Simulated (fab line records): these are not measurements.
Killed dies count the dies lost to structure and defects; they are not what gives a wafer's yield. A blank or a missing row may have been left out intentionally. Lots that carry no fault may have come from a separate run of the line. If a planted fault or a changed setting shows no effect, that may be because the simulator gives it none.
fab line records ; flow n5Finfet
record: lots: 7; wafers: 39
route steps=1938 shown FIN_SAQP@96 SD_EPI_P@321 SD_ACTIVATION@330 HKMG_FIN@413
startH: the number of hours between the record's first day and the start of the first shown wafer of the lot ; waitH: hours elapsed since this lot's preceding step ; " same as the row above ; L1.1+2: one row covering several wafers at once ; - no value, or no start was given ; * or withheld: withheld ; < > ~ a bound
route shown NAME@n: NAME is a module with steps in the file, n the number in the route of the first one ; usual: mean/standard deviation taken from wafers without a fault ; same: alike in all rows ; chamber/n: place in a boat ; sites: per-site readings ; _std_site: standard deviation of those values ; _edge_site: the outer-site mean with the inner-site mean subtracted ; radiusMm: for every site, how far away it sits from the centre of the wafer ; mask NAME#n: copy n ; behind: tool/chamber where the wafer was last shaped ; hold: why the lot was held/for how many hours/how that ended ; device: transistor that didn't switch, given as n, p or np ; end of line: tests of these same wafers at the route's end ; a step without rows: its recipe alone ; killed: at the first sort, the dies lost to defects and structure; wafer yield is something else ; map: the dies of a wafer, with x for killed, . for not killed, _ for no die there
set.NAME: the setting the step ran with; set.NAME@STEP: the setting that earlier step ran with ; model.NAME: the simulator's own value behind a step, which no gauge read
lots where settings were altered on purpose, with a table for each step and a row for each wafer
== steps ==
step: N5_FIN_SAQP_HM_DEP_03
recipe: material: SiNx; targetThkA: 380; tempC: 400; precursor: SiH4/NH3/N2; pressureTorr: 1.5; rfW: 300; timeS: 33.6
lot.wafer;tool;chamber;startH;waitH;set.targetThkA;model.SiNx_of_FIN_SAQP_HM_DEP_03.thkNm
L077.1;pecvd-01;2;39.49;0.2;380;37.24
L077.2;pecvd-01;1;39.49;0.2;419.5;42.19
L077.3;pecvd-01;0;39.49;0.2;419.5;42.37
L077.4;pecvd-01;0;39.49;0.2;419.5;42.44
L077.5;pecvd-01;2;39.49;0.2;380;38.84
L077.6;pecvd-01;1;39.49;0.2;380;38.94
L080.1;pecvd-03;1;57.46;0.2;380;38.02
L080.2;pecvd-03;2;57.46;0.2;380;37.8
L080.3;pecvd-03;0;57.46;0.2;380;37.62
L085.1;pecvd-03;2;87.72;0.2;428.9;42.69
L085.2;pecvd-03;0;87.72;0.2;380;38.47
L085.3;pecvd-03;1;87.72;0.2;380;38.52
L085.4;pecvd-03;1;87.72;0.2;428.9;43.67
L085.5;pecvd-03;2;87.72;0.2;380;38.48
L085.6;pecvd-03;0;87.72;0.2;428.9;43.81
L086.1;pecvd-01;1;93.47;0.2;426.5;43.21
L086.2;pecvd-01;0;93.47;0.2;380;37.88
L086.3;pecvd-01;2;93.47;0.2;380;37.13
L086.4;pecvd-01;0;93.47;0.2;380;38.73
L086.5;pecvd-01;1;93.47;0.2;426.5;43.35
L086.6;pecvd-01;2;93.47;0.2;426.5;43.32
L087.1;pecvd-03;2;99.56;0.2;327.4;32.86
L087.2;pecvd-03;0;99.56;0.2;380;38.16
L087.3;pecvd-03;1;99.56;0.2;327.4;33.14
L087.4;pecvd-03;2;99.56;0.2;380;38.23
L087.5;pecvd-03;0;99.56;0.2;327.4;33.2
L087.6;pecvd-03;1;99.56;0.2;380;38.83
L090.1;pecvd-04;1;117.20;0.2;401.3;39.71
L090.2;pecvd-04;2;117.20;0.2;380;38.08
L090.3;pecvd-04;0;117.20;0.2;380;37.01
L090.4;pecvd-04;0;117.20;0.2;380;37.79
L090.5;pecvd-04;2;117.20;0.2;401.3;40.66
L090.6;pecvd-04;1;117.20;0.2;401.3;40.87
L092.1;pecvd-04;0;129.51;0.2;380;38.15
L092.2;pecvd-04;2;129.51;0.2;326.8;33.23
L092.3;pecvd-04;1;129.51;0.2;380;38.57
L092.4;pecvd-04;1;129.51;0.2;326.8;34.29
L092.5;pecvd-04;2;129.51;0.2;326.8;33.5
L092.6;pecvd-04;0;129.51;0.2;380;38.14
step: N5_FIN_SAQP_THK_MEAS_05
usual: thkNm: 38.0/0.54
lot.wafer;tool;chamber;startH;waitH;set.targetThkA@FIN_SAQP_HM_DEP_03;thkNm
L077.1;filmMetro-02;-;39.58;0.1;380;37.3
L077.2;filmMetro-02;-;39.58;0.1;419.5;42.2
L077.3;filmMetro-02;-;39.58;0.1;419.5;42.4
L077.4;filmMetro-02;-;39.58;0.1;419.5;42.5
L077.5;filmMetro-02;-;39.58;0.1;380;38.9
L077.6;filmMetro-02;-;39.58;0.1;380;38.9
L080.1;filmMetro-02;-;57.55;0.1;380;38.0
L080.2;filmMetro-02;-;57.55;0.1;380;37.8
L080.3;filmMetro-02;-;57.55;0.1;380;37.6
L085.1;filmMetro-02;-;87.81;0.1;428.9;42.7
L085.2;filmMetro-02;-;87.81;0.1;380;38.4
L085.3;filmMetro-02;-;87.81;0.1;380;38.5
L085.4;filmMetro-02;-;87.81;0.1;428.9;43.7
L085.5;filmMetro-02;-;87.81;0.1;380;38.5
L085.6;filmMetro-02;-;87.81;0.1;428.9;43.8
L086.1;filmMetro-01;-;93.55;0.1;426.5;43.2
L086.2;filmMetro-01;-;93.55;0.1;380;37.9
L086.3;filmMetro-01;-;93.55;0.1;380;37.1
L086.4;filmMetro-01;-;93.55;0.1;380;38.7
L086.5;filmMetro-01;-;93.55;0.1;426.5;43.4
L086.6;filmMetro-01;-;93.55;0.1;426.5;43.4
L087.1;filmMetro-01;-;99.65;0.1;327.4;32.9
L087.2;filmMetro-01;-;99.65;0.1;380;38.2
L087.3;filmMetro-01;-;99.65;0.1;327.4;33.1
L087.4;filmMetro-01;-;99.65;0.1;380;38.3
L087.5;filmMetro-01;-;99.65;0.1;327.4;33.2
L087.6;filmMetro-01;-;99.65;0.1;380;38.9
L090.1;filmMetro-02;-;117.28;0.1;401.3;39.7
L090.2;filmMetro-02;-;117.28;0.1;380;38.0
L090.3;filmMetro-02;-;117.28;0.1;380;37.0
L090.4;filmMetro-02;-;117.28;0.1;380;37.8
L090.5;filmMetro-02;-;117.28;0.1;401.3;40.6
L090.6;filmMetro-02;-;117.28;0.1;401.3;40.9
L092.1;filmMetro-02;-;129.60;0.1;380;38.2
L092.2;filmMetro-02;-;129.60;0.1;326.8;33.2
L092.3;filmMetro-02;-;129.60;0.1;380;38.5
L092.4;filmMetro-02;-;129.60;0.1;326.8;34.2
L092.5;filmMetro-02;-;129.60;0.1;326.8;33.5
L092.6;filmMetro-02;-;129.60;0.1;380;38.1
step: N5_FIN_SAQP_PECVD_47
recipe: material: a-Si; targetThkA: 450; tempC: 400; precursor: SiH4/He; pressureTorr: 3; rfW: 100; timeS: 36.3
step: N5_FIN_SAQP_PECVD_48
recipe: material: SiNx; targetThkA: 250; tempC: 400; precursor: SiH4/NH3/N2; pressureTorr: 1.5; rfW: 300; timeS: 22.1
step: N5_FIN_SAQP_MANDREL2_REMOVE_60
recipe: chemistry: HBr/Cl2/O2; btTimeS: 10; target: a-Si; stopOn: SiNx; endpoint: OES-SiCl; overEtchFrac: 1; icpW: 600; biasW: 22; HBr_flow_sccm: 150; Cl2_flow_sccm: 80; O2_flow_sccm: 5; pressureMtorr: 10
step: N5_FIN_SAQP_HM_OPEN_33
recipe: chemistry: CH3F/O2; target: SiNx; maskMaterial: SiO2; targetDepthA: 494; timeS: 70.6; pressureMtorr: 30; sourceW: 395; biasW: 73; Ar_flow_sccm: 150; CH3F_flow_sccm: 30; O2_flow_sccm: 20; ionEnergyEv: 120; ends: cleared
usual: etchRfOnTimeS: 69.1/1.6
lot.wafer;tool;chamber;startH;waitH;set.targetThkA@FIN_SAQP_HM_DEP_03;etchRfOnTimeS;model.etch.depthNm
L077.1;rieDiel-05;1;44.91;0.1;380;65.5;36.46
L077.2;rieDiel-05;0;44.91;0.1;419.5;78.2;41.55
L077.3;rieDiel-05;2;44.91;0.1;419.5;76.6;41.62
L077.4;rieDiel-05;2;44.91;0.1;419.5;77.1;41.77
L077.5;rieDiel-05;0;44.91;0.1;380;73.2;38.06
L077.6;rieDiel-05;1;44.91;0.1;380;69.1;38.3
L080.1;rieDiel-05;2;62.47;0.1;380;68.8;37.16
L080.2;rieDiel-05;0;62.47;0.1;380;69.9;37.15
L080.3;rieDiel-05;3;62.47;0.1;380;68.9;36.99
L085.1;rieDiel-05;0;93.33;0.0;428.9;80.9;42.03
L085.2;rieDiel-05;2;93.33;0.0;380;70.9;37.69
L085.3;rieDiel-05;3;93.33;0.0;380;70.6;37.78
L085.4;rieDiel-05;1;93.33;0.0;428.9;78.1;42.93
L085.5;rieDiel-05;3;93.33;0.0;380;70.7;37.81
L085.6;rieDiel-05;0;93.33;0.0;428.9;82.9;43.03
L086.1;rieDiel-02;3;99.34;0.0;426.5;78.1;42.59
L086.2;rieDiel-02;0;99.34;0.0;380;68.0;37.14
L086.3;rieDiel-02;2;99.34;0.0;380;67.3;36.5
L086.4;rieDiel-02;1;99.34;0.0;380;69.6;38.1
L086.5;rieDiel-02;3;99.34;0.0;426.5;78.5;42.72
L086.6;rieDiel-02;2;99.34;0.0;426.5;78.9;42.69
L087.1;rieDiel-02;2;104.22;0.0;327.4;59.8;32.19
L087.2;rieDiel-02;1;104.22;0.0;380;69.3;37.38
L087.3;rieDiel-02;3;104.22;0.0;327.4;59.9;32.39
L087.4;rieDiel-02;0;104.22;0.0;380;68.9;37.57
L087.5;rieDiel-02;3;104.22;0.0;327.4;60.7;32.45
L087.6;rieDiel-02;2;104.22;0.0;380;70.7;38.05
L090.1;rieDiel-02;1;122.31;0.0;401.3;71.3;39.08
L090.2;rieDiel-02;2;122.31;0.0;380;68.7;37.45
L090.3;rieDiel-02;3;122.31;0.0;380;66.4;36.38
L090.4;rieDiel-02;0;122.31;0.0;380;68.1;37.06
L090.5;rieDiel-02;2;122.31;0.0;401.3;73.3;40.03
L090.6;rieDiel-02;3;122.31;0.0;401.3;73.9;40.24
L092.1;rieDiel-01;1;134.61;0.0;380;71.4;37.52
L092.2;rieDiel-01;2;134.61;0.0;326.8;59.8;32.37
L092.3;rieDiel-01;3;134.61;0.0;380;67.2;37.94
L092.4;rieDiel-01;1;134.61;0.0;326.8;64.7;33.65
L092.5;rieDiel-01;2;134.61;0.0;326.8;60.7;32.87
L092.6;rieDiel-01;3;134.61;0.0;380;66.7;37.5
step: N5_FIN_SAQP_ETCH_34
recipe: chemistry: C4F6/O2; target: SiO2; targetDepthA: 450; timeS: 15; ionEnergyEv: 250; pressureMtorr: 30; sourceW: 345; biasW: 185; Ar_flow_sccm: 300; C4F6_flow_sccm: 10; O2_flow_sccm: 10; ends: cleared
step: N5_FIN_SAQP_STRIP_77
recipe: chemistry: N2/H2; timeS: 90; powerW: 100; tempC: 40; pressureMtorr: 100; rfFrequencyHz: 6e+07; biasPowerW: 3; n2FlowSccm: 300; h2FlowSccm: 300
step: N5_FIN_SAQP_ETCH_64
recipe: chemistry: CF4; target: SiO2; targetDepthA: 15; ionEnergyEv: 350; pressureMtorr: 10; icpW: 800; biasW: 400; cf4FlowSccm: 80
step: N5_FIN_SAQP_FIN_ETCH_36
recipe: chemistry: HBr/Cl2/O2; targetDepthA: 1200; maskMaterial: SiNx; timeS: 50.4; biasW: 102; pressureMtorr: 10; icpW: 800; HBr_flow_sccm: 150; Cl2_flow_sccm: 80; O2_flow_sccm: 12
lot.wafer;tool;chamber;startH;waitH;set.targetThkA@FIN_SAQP_HM_DEP_03;model.SiNx_of_FIN_SAQP_HM_DEP_03.thkNm
L077.1;rieSi-02;2;45.19;0.0;380;20.4
L077.2;rieSi-02;3;45.19;0.0;419.5;25.2
L077.3;rieSi-02;1;45.19;0.0;419.5;25.4
L077.4;rieSi-02;0;45.19;0.0;419.5;25.8
L077.5;rieSi-02;0;45.19;0.0;380;22.2
L077.6;rieSi-02;1;45.19;0.0;380;22
L080.1+2;rieSi-02;2,0;62.75;0.0;380;21.2
L080.3;rieSi-02;3;62.75;0.0;380;20.6
L085.1;rieSi-03;2;93.61;0.0;428.9;25.6
L085.2+3+5;rieSi-03;0,1,1;93.61;0.0;380;21.8
L085.4;rieSi-03;3;93.61;0.0;428.9;27.2
L085.6;rieSi-03;2;93.61;0.0;428.9;26.6
L086.1+5;rieSi-03;3,1;99.64;0.0;426.5;26.6
L086.2+3;rieSi-03;2,0;99.64;0.0;380;20.6
L086.4;rieSi-03;1;99.64;0.0;380;22
L086.6;rieSi-03;2;99.64;0.0;426.5;26
L087.1;rieSi-02;1;104.51;0.0;327.4;16
L087.2;rieSi-02;3;104.51;0.0;380;20.8
L087.3+5;rieSi-02;0;104.51;0.0;327.4;16.4
L087.4;rieSi-02;2;104.51;0.0;380;21.4
L087.6;rieSi-02;1;104.51;0.0;380;22
L090.1;rieSi-02;2;122.59;0.0;401.3;23
L090.2;rieSi-02;3;122.59;0.0;380;20.8
L090.3;rieSi-02;0;122.59;0.0;380;20.2
L090.4;rieSi-02;1;122.59;0.0;380;21
L090.5;rieSi-02;0;122.59;0.0;401.3;23.8
L090.6;rieSi-02;3;122.59;0.0;401.3;23.6
L092.1;rieSi-02;3;134.89;0.0;380;20.8
L092.2+5;rieSi-02;1,3;134.89;0.0;326.8;16.2
L092.3;rieSi-02;0;134.89;0.0;380;21.8
L092.4;rieSi-02;2;134.89;0.0;326.8;17.4
L092.6;rieSi-02;0;134.89;0.0;380;21.6
step: N5_SD_EPI_P_EPI_21
recipe: material: SiGe:B; dopant: B; tempC: 550; pressureTorr: 20; ambient: H2; timeS: 355
lot.wafer;tool;chamber;startH;waitH;set.tempC;model.SiGe-B_of_SD_EPI_P_EPI_21.thkNm
L077.1+2;epiRpcvd-03;0;73.30;0.1;550;62.2
L077.3+6;epiRpcvd-03;0;73.30;0.1;548;59.2
L077.4;epiRpcvd-03;0;73.30;0.1;550;61.4
L077.5;epiRpcvd-03;0;73.30;0.1;548;59.4
L080.1;epiRpcvd-02;0;91.66;0.1;550;60.4
L080.2;epiRpcvd-02;0;91.66;0.1;550;60.2
L080.3;epiRpcvd-02;0;91.66;0.1;550;60.8
L085.1;epiRpcvd-03;0;126.77;0.1;551.3;65.4
L085.2;epiRpcvd-03;0;126.77;0.1;551.3;64
L085.3;epiRpcvd-03;0;126.77;0.1;551.3;63.8
L085.4;epiRpcvd-03;0;126.77;0.1;550;62.2
L085.5;epiRpcvd-03;0;126.77;0.1;550;62
L085.6;epiRpcvd-03;0;126.77;0.1;550;61.4
L086.1+6;epiRpcvd-02;0;130.39;0.1;550;61.4
L086.2;epiRpcvd-02;0;130.39;0.1;550;61
L086.3;epiRpcvd-02;0;130.39;0.1;546.7;57.2
L086.4;epiRpcvd-02;0;130.39;0.1;546.7;56.8
L086.5;epiRpcvd-02;0;130.39;0.1;546.7;56.4
L087.1;epiRpcvd-02;0;138.07;0.1;550;61.4
L087.2+3;epiRpcvd-02;0;138.07;0.1;550;61.6
L087.4;epiRpcvd-02;0;138.07;0.1;552.7;65.8
L087.5+6;epiRpcvd-02;0;138.07;0.1;552.7;65.4
L090.1;epiRpcvd-02;0;150.86;0.1;550;59.8
L090.2;epiRpcvd-02;0;150.86;0.1;550;60.2
L090.3;epiRpcvd-02;0;150.86;0.1;550;60
L090.4+5;epiRpcvd-02;0;150.86;0.1;550;60.4
L090.6;epiRpcvd-02;0;150.86;0.1;550;59.6
L092.1+6;epiRpcvd-03;0;163.11;0.1;553;64.4
L092.2;epiRpcvd-03;0;163.11;0.1;553;64.2
L092.3;epiRpcvd-03;0;163.11;0.1;550;60.8
L092.4;epiRpcvd-03;0;163.11;0.1;550;60.2
L092.5;epiRpcvd-03;0;163.11;0.1;550;60
step: N5_SD_EPI_P_HM_STRIP_48
recipe: chemistry: H3PO4; tempC: 160; material: SiNx; target: SiNx; targetDepthA: 30; overetchFraction: 0.3
lot.wafer;tool;chamber;startH;waitH;set.tempC@SD_EPI_P_EPI_21;model.SiGe-B_of_SD_EPI_P_EPI_21.thkNm
L077.1;wetBench-05;1;75.55;0.0;550;61.8
L077.2;wetBench-05;7;75.55;0.0;550;62
L077.3;wetBench-05;3;75.55;0.0;548;59
L077.4;wetBench-05;2;75.55;0.0;550;61.2
L077.5;wetBench-05;4;75.55;0.0;548;59.2
L077.6;wetBench-05;0;75.55;0.0;548;58.8
L080.1;wetBench-02;0;93.90;0.0;550;60.2
L080.2;wetBench-02;7;93.90;0.0;550;59.8
L080.3;wetBench-02;6;93.90;0.0;550;60.4
L085.1;wetBench-04;0;129.01;0.0;551.3;65
L085.2;wetBench-04;7;129.01;0.0;551.3;63.6
L085.3;wetBench-04;3;129.01;0.0;551.3;63.4
L085.4;wetBench-04;4;129.01;0.0;550;62
L085.5;wetBench-04;5;129.01;0.0;550;61.6
L085.6;wetBench-04;6;129.01;0.0;550;61.2
L086.1+6;wetBench-05;7,3;132.62;0.0;550;61.2
L086.2;wetBench-05;4;132.62;0.0;550;60.8
L086.3;wetBench-05;0;132.62;0.0;546.7;56.8
L086.4;wetBench-05;2;132.62;0.0;546.7;56.4
L086.5;wetBench-05;1;132.62;0.0;546.7;56.2
L087.1;wetBench-04;0;140.30;0.0;550;61
L087.2+3;wetBench-04;1,7;140.30;0.0;550;61.2
L087.4;wetBench-04;4;140.30;0.0;552.7;65.6
L087.5;wetBench-04;3;140.30;0.0;552.7;65
L087.6;wetBench-04;2;140.30;0.0;552.7;65.2
L090.1+3;wetBench-02;3,1;153.10;0.0;550;59.6
L090.2;wetBench-02;4;153.10;0.0;550;59.8
L090.4+5;wetBench-02;0,7;153.10;0.0;550;60
L090.6;wetBench-02;2;153.10;0.0;550;59.4
L092.1+6;wetBench-04;2,6;165.34;0.0;553;64.2
L092.2;wetBench-04;0;165.34;0.0;553;63.8
L092.3;wetBench-04;1;165.34;0.0;550;60.4
L092.4;wetBench-04;5;165.34;0.0;550;60
L092.5;wetBench-04;7;165.34;0.0;550;59.8
step: N5_SD_EPI_P_SRD_49
recipe: dry: ipaMarangoni; timeS: 30; tempC: 23; rinseLiquid: diw
step: N5_SD_EPI_P_PRECLEAN_24
recipe: chemistry: O3/DIW; timeS: 45; tempC: 22; o3Ppm: 10
step: N5_SD_ACTIVATION_RTA_00
recipe: tempC: 975; timeS: 0; ambient: N2; idleTempC: 600; rampUpCPerS: 150; rampDownCPerS: 60; coolToC: 600
step: N5_SD_ACTIVATION_LSA_01
recipe: tempC: 1080; timeS: 0.0008; ambient: N2
step: N5_SD_ACTIVATION_RS_MEAS_03
recipe: thkMeasGauge: four-point-probe
usual: RS_SD_N: 22.0/0.33; RS_SD_P: 55.9/0.95
lot.wafer;tool;chamber;startH;waitH;set.tempC@SD_EPI_P_EPI_21;RS_SD_N[ohm/sq];RS_SD_P[ohm/sq]
L077.1;filmMetro-02;-;76.12;0.2;550;21.8;54.7
L077.2;filmMetro-02;-;76.12;0.2;550;21.5;54.9
L077.3;filmMetro-02;-;76.12;0.2;548;21.8;58.3
L077.4;filmMetro-02;-;76.12;0.2;550;22.0;55.2
L077.5;filmMetro-02;-;76.12;0.2;548;21.7;58.0
L077.6;filmMetro-02;-;76.12;0.2;548;22.0;58.4
L080.1;filmMetro-02;-;94.47;0.2;550;22.2;56.6
L080.2;filmMetro-02;-;94.47;0.2;550;21.9;56.6
L080.3;filmMetro-02;-;94.47;0.2;550;21.8;56.3
L085.1;filmMetro-01;-;129.58;0.2;551.3;21.6;51.7
L085.2;filmMetro-01;-;129.58;0.2;551.3;21.7;52.9
L085.3;filmMetro-01;-;129.58;0.2;551.3;21.7;53.8
L085.4;filmMetro-01;-;129.58;0.2;550;22.0;54.8
L085.5;filmMetro-01;-;129.58;0.2;550;21.3;55.0
L085.6;filmMetro-01;-;129.58;0.2;550;21.7;55.8
L086.1;filmMetro-01;-;133.19;0.2;550;22.1;55.8
L086.2;filmMetro-01;-;133.19;0.2;550;22.3;55.6
L086.3;filmMetro-01;-;133.19;0.2;546.7;22.2;59.9
L086.4;filmMetro-01;-;133.19;0.2;546.7;22.3;60.3
L086.5;filmMetro-01;-;133.19;0.2;546.7;22.5;60.0
L086.6;filmMetro-01;-;133.19;0.2;550;22.5;55.5
L087.1;filmMetro-01;-;140.87;0.2;550;22.0;56.3
L087.2;filmMetro-01;-;140.87;0.2;550;21.9;55.5
L087.3;filmMetro-01;-;140.87;0.2;550;21.9;56.5
L087.4;filmMetro-01;-;140.87;0.2;552.7;21.9;52.4
L087.5;filmMetro-01;-;140.87;0.2;552.7;21.9;52.6
L087.6;filmMetro-01;-;140.87;0.2;552.7;22.0;52.5
L090.1;filmMetro-01;-;153.68;0.2;550;22.5;56.8
L090.2;filmMetro-01;-;153.68;0.2;550;22.3;57.4
L090.3;filmMetro-01;-;153.68;0.2;550;22.6;57.2
L090.4;filmMetro-01;-;153.68;0.2;550;22.7;55.6
L090.5;filmMetro-01;-;153.68;0.2;550;22.7;56.8
L090.6;filmMetro-01;-;153.68;0.2;550;22.5;57.5
L092.1;filmMetro-02;-;165.91;0.2;553;21.8;52.8
L092.2;filmMetro-02;-;165.91;0.2;553;21.4;53.1
L092.3;filmMetro-02;-;165.91;0.2;550;21.7;56.4
L092.4;filmMetro-02;-;165.91;0.2;550;21.8;57.2
L092.5;filmMetro-02;-;165.91;0.2;550;21.8;57.6
L092.6;filmMetro-02;-;165.91;0.2;553;22.0;53.8
step: N5_HKMG_FIN_CVD_62
recipe: material: a-Si; targetThkA: 30; tempC: 500; precursor: Si2H6; pressureTorr: 1; timeS: 20.8
lot.wafer;tool;chamber;startH;waitH;set.tempC;model.a-Si_of_HKMG_FIN_CVD_62.thkNm
L077.1+4;thermalCvdSi-02;1,2;91.04;0.2;507.8;3.6
L077.2+3;thermalCvdSi-02;2,0;91.04;0.2;500;2.8
L077.5;thermalCvdSi-02;1;91.04;0.2;500;3
L077.6;thermalCvdSi-02;0;91.04;0.2;507.8;3.4
L080.1+2+3;thermalCvdSi-01;2,1,0;110.25;0.2;500;3
L085.1+2+4+6;thermalCvdSi-02;1,2,2,2;144.50;0.2;500;2.8
L085.3+5;thermalCvdSi-02;1;144.50;0.2;500;3
L086.1+2;thermalCvdSi-01;1,0;149.28;0.2;500;3
L086.3;thermalCvdSi-01;2;149.28;0.2;500;2.8
L086.4+6;thermalCvdSi-01;2,0;149.28;0.2;477.2;1.4
L086.5;thermalCvdSi-01;1;149.28;0.2;477.2;1.6
L087.1;thermalCvdSi-02;0;157.99;0.2;500;2.6
L087.2;thermalCvdSi-02;1;157.99;0.2;500;3
L087.3;thermalCvdSi-02;2;157.99;0.2;517.9;4.6
L087.4+5;thermalCvdSi-02;0,2;157.99;0.2;517.9;4.8
L087.6;thermalCvdSi-02;1;157.99;0.2;500;2.8
L090.1+4;thermalCvdSi-01;2,0;168.49;0.2;478.6;1.6
L090.2+3+5;thermalCvdSi-01;1,0,2;168.49;0.2;500;3.2
L090.6;thermalCvdSi-01;1;168.49;0.2;478.6;1.8
L092.1+6;thermalCvdSi-02;0;184.32;0.2;491.5;2.2
L092.2+5;thermalCvdSi-02;2;184.32;0.2;500;2.8
L092.3;thermalCvdSi-02;1;184.32;0.2;500;3
L092.4;thermalCvdSi-02;1;184.32;0.2;491.5;2.4
step: N5_HKMG_FIN_ETCH_32
recipe: chemistry: N2/H2; target: SOC; targetDepthA: 2400; tempC: 40; timeS: 300; ionEnergyEv: 200; maskMaterial: SiARC; pressureMtorr: 30; sourceW: 840; biasW: 150; n2FlowSccm: 200; h2FlowSccm: 200
usual: rfVppV: 524.3/2.6
lot.wafer;tool;chamber;startH;waitH;set.biasW;rfVppV;model.SiARC_of_HKMG_FIN_COAT_30.thkNm
L077.1;rieDiel-01;0;93.04;0.0;123.1;458.5;24.4
L077.2;rieDiel-01;1;93.04;0.0;123.1;463.1;24.8
L077.3;rieDiel-01;2;93.04;0.0;150;527.8;21.2
L077.4;rieDiel-01;3;93.04;0.0;150;526.9;21
L077.5;rieDiel-01;3;93.04;0.0;123.1;464.5;24.4
L077.6;rieDiel-01;0;93.04;0.0;150;520.0;21.2
L080.1;rieDiel-01;2;112.05;0.0;150;527.1;21
L080.2;rieDiel-01;1;112.05;0.0;150;522.8;21.8
L080.3;rieDiel-01;0;112.05;0.0;150;518.5;20.8
L085.1;rieDiel-05;2;147.47;0.0;175.3;576.8;18.6
L085.2;rieDiel-05;1;147.47;0.0;150;523.0;20.4
L085.3;rieDiel-05;0;147.47;0.0;175.3;577.7;18.8
L085.4;rieDiel-05;3;147.47;0.0;150;527.9;21.2
L085.5;rieDiel-05;1;147.47;0.0;150;523.0;20.4
L085.6;rieDiel-05;2;147.47;0.0;175.3;577.1;18.8
L086.1;rieDiel-02;0;152.25;0.0;150;520.6;20.8
L086.2;rieDiel-02;3;152.25;0.0;161.6;549.0;19.6
L086.3;rieDiel-02;2;152.25;0.0;150;528.1;21.4
L086.4;rieDiel-02;1;152.25;0.0;150;524.9;20.8
L086.5;rieDiel-02;0;152.25;0.0;161.6;546.4;19.4
L086.6;rieDiel-02;1;152.25;0.0;161.6;550.0;19.2
L087.1;rieDiel-05;3;159.65;0.0;137.9;500.7;22.6
L087.2;rieDiel-05;2;159.65;0.0;150;523.4;21.6
L087.3;rieDiel-05;1;159.65;0.0;137.9;495.9;22.2
L087.4;rieDiel-05;0;159.65;0.0;150;522.5;21.8
L087.5;rieDiel-05;3;159.65;0.0;137.9;501.2;22.6
L087.6;rieDiel-05;2;159.65;0.0;150;523.1;21.6
L090.1;rieDiel-01;0;170.62;0.0;150;529.3;21
L090.2;rieDiel-01;1;170.62;0.0;150;523.7;21.8
L090.3;rieDiel-01;3;170.62;0.0;150;525.0;20.6
L090.4;rieDiel-01;2;170.62;0.0;150;526.1;21.2
L090.5;rieDiel-01;1;170.62;0.0;150;521.9;22
L090.6;rieDiel-01;2;170.62;0.0;150;525.5;21.2
L092.1;rieDiel-01;0;185.93;0.0;127.8;478.0;23.8
L092.2;rieDiel-01;2;185.93;0.0;150;526.3;21.4
L092.3;rieDiel-01;1;185.93;0.0;150;523.0;22
L092.4;rieDiel-01;3;185.93;0.0;150;525.5;20.8
L092.5;rieDiel-01;2;185.93;0.0;127.8;475.7;24.2
L092.6;rieDiel-01;1;185.93;0.0;127.8;472.5;24.6
== key ==
split: step: N5_FIN_SAQP_HM_DEP_03; setting: targetThkA; stated: 380; by: wafer
response: step: N5_FIN_SAQP_HM_DEP_03; reading: model.SiNx_of_FIN_SAQP_HM_DEP_03.thkNm; change: +0.385; per: 1%; r: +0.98
response: step: N5_FIN_SAQP_THK_MEAS_05; reading: thkNm; change: *; per: 1%; r: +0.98
response: step: N5_FIN_SAQP_HM_OPEN_33; reading: etchRfOnTimeS; change: *; per: 1%; r: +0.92
response: step: N5_FIN_SAQP_HM_OPEN_33; reading: model.etch.depthNm; change: +0.388; per: 1%; r: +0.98
response: step: N5_FIN_SAQP_FIN_ETCH_36; reading: model.SiNx_of_FIN_SAQP_HM_DEP_03.thkNm; change: +0.38; per: 1%; r: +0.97
split: step: N5_SD_EPI_P_EPI_21; setting: tempC; stated: 550; by: wafer
response: step: N5_SD_EPI_P_EPI_21; reading: model.SiGe-B_of_SD_EPI_P_EPI_21.thkNm; change: +7.72; per: 1%; r: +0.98
response: step: N5_SD_EPI_P_HM_STRIP_48; reading: model.SiGe-B_of_SD_EPI_P_EPI_21.thkNm; change: +7.83; per: 1%; r: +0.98
response: step: N5_SD_ACTIVATION_RS_MEAS_03; reading: RS_SD_P; change: -7.59; per: 1%; r: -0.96
split: step: N5_HKMG_FIN_CVD_62; setting: tempC; stated: 500; by: wafer
response: step: N5_HKMG_FIN_CVD_62; reading: model.a-Si_of_HKMG_FIN_CVD_62.thkNm; change: +0.388; per: 1%; r: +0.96
split: step: N5_HKMG_FIN_ETCH_32; setting: biasW; stated: 150; by: wafer
response: step: N5_HKMG_FIN_ETCH_32; reading: rfVppV; change: +3.29; per: 1%; r: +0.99
response: step: N5_HKMG_FIN_ETCH_32; reading: model.SiARC_of_HKMG_FIN_COAT_30.thkNm; change: -0.162; per: 1%; r: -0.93
